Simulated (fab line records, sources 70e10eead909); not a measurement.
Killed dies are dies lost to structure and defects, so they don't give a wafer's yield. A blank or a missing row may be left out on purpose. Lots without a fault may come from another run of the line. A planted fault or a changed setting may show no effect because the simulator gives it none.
A struck lot beside a sound one | flow nand_harc | 17 steps out of a route of 1302
Sound: wafers L516.1, L516.2, L516.5. Struck: wafers L531.2, L531.5. (L531.1 of the same lot was not struck and is left out.) The cause comes at the end.
At each step with rows: each side's tool, then ch and its chambers, then its first start. Under that, the readings that differ: sound wafers | struck wafers | difference of the means | sigmas: that difference in standard deviations of wafers without a fault.
alike: readings whose means differ by less than 2 such deviations, and words and numbers that are the same on both sides. not compared: withheld readings, readings that some wafer has no value for, bounds like >300 that may hide the same value, and numbers for which the record gives no deviation and whose values overlap.
The two part at a step that has a row with sigmas, a row that says differs or no value, or rows on one side only. Numbers that don't overlap but have no deviation are shown without sigmas and don't part them. A reading that every wafer of one side lacks parts them only if that side has two wafers or more.

NHARC_A_M0_OVL_MEAS_10: pitch 160 nm.
  sound on overlay-01, day 23 19:44; struck on overlay-01, day 30 03:52
  alike: overlay_x_nm, overlay_y_nm
NHARC_A_M0_INSPECT_11:
  sound on defect_inspect-01, day 23 19:46; struck on defect_inspect-01, day 30 03:55
  alike: raw_defect_count
then, 1 step without rows for these wafers: NHARC_A_M0_DESCUM_14 (chemistry O2, time 3 s).
NHARC_A_M0_ETCH_34: etches the open film in N2/H2, target depth 40 nm, overetch 12 nm, time 43.94 s.
  sound on rie_diel-05 ch 0,2,3, day 23 19:56; struck on rie_diel-01 ch 1,2, day 30 04:04
  alike: drypump_motor_current_A, h2_flow_sccm, oes_product_au, rf_fwd_power_W, rf_vpp_V, showerhead_plenum_p_Torr, throttle_valve_pct
  not compared: rf_hours_counter_h
then, 1 step without rows for these wafers: NHARC_A_M0_ETCH_15 (etches the open film in C4F8/Ar, target depth 150 nm, overetch 15 nm, time 82.5 s).
NHARC_A_M0_CD_MEAS_16:
  sound on cd_sem-02, day 23 20:10; struck on cd_sem-03, day 30 04:16
  alike: cd_nm
then, 2 steps without rows for these wafers: NHARC_A_M0_STRIP_18 (strips in N2/H2); NHARC_A_M0_STRIP_19 (strips in post etch residue remover, time 600 s).
NHARC_A_M0_DEGAS_28: time 60 s.
  sound on pvd_sputter-01, day 23 20:47; struck on pvd_sputter-03, day 30 04:54
  alike: heater_power_w, susceptor_temp_C
NHARC_A_M0_PRE_CLEAN_29: time 30 s.
  sound on pvd_sputter-01; struck on pvd_sputter-03
  reading              | sound                | struck | difference                    | sigmas
  susceptor_temp_C (C) | 279.94 280.10 279.79 | - -    | no value on the struck wafers |
  alike: heater_power_w
then, 1 step without rows for these wafers: NHARC_A_M0_PVD_20 (deposits TaN, target thk 5 nm, time 8.06 s).
NHARC_A_M0_PVD_21: deposits Cu, target thk 30 nm, time 20.49 s.
  sound on pvd_sputter-01; struck on pvd_sputter-03
  alike: cathode_dc_power_W, throttle_valve_pct
NHARC_A_M0_ECD_22: material Cu, target thk 400 nm.
  sound on ecd_cu-01 ch 0,1, day 23 21:09; struck on ecd_cu-02 ch 0, day 30 05:15
  alike: bath_heat_duty_pct
NHARC_A_M0_ANNEAL_30: time 90 s.
  sound on rtp_anneal-01 ch 0, day 23 21:31; struck on rtp_anneal-01 ch 0, day 30 05:37
  alike: wafer_temp_C_max
NHARC_A_M0_CMP_23: polishes, t overpolish 20 s, target thk 113.75 nm.
  sound on cmp-01 ch 0,1,3, day 23 21:55; struck on cmp-03 ch 2,3, day 30 05:59
  reading                | sound          | struck    | difference | sigmas
  time_to_endpoint_s (s) | 33.4 29.2 32.9 | 12.0 13.1 | -19.3      | -8
  alike: motor_current_A
NHARC_A_M0_THK_MEAS_24: measures by xrf.
  sound on film_metro-02, day 23 22:11; struck on film_metro-02, day 30 06:17
  alike: thk_nm
NHARC_END_SORT_01:
  the record has rows for the struck wafers here (prober-01 ch 0, day 31 20:01) and none for the sound ones

WHERE THEY PART
First at NHARC_A_M0_PRE_CLEAN_29; last, within this record, at NHARC_END_SORT_01.

WHY: what the simulator had put in
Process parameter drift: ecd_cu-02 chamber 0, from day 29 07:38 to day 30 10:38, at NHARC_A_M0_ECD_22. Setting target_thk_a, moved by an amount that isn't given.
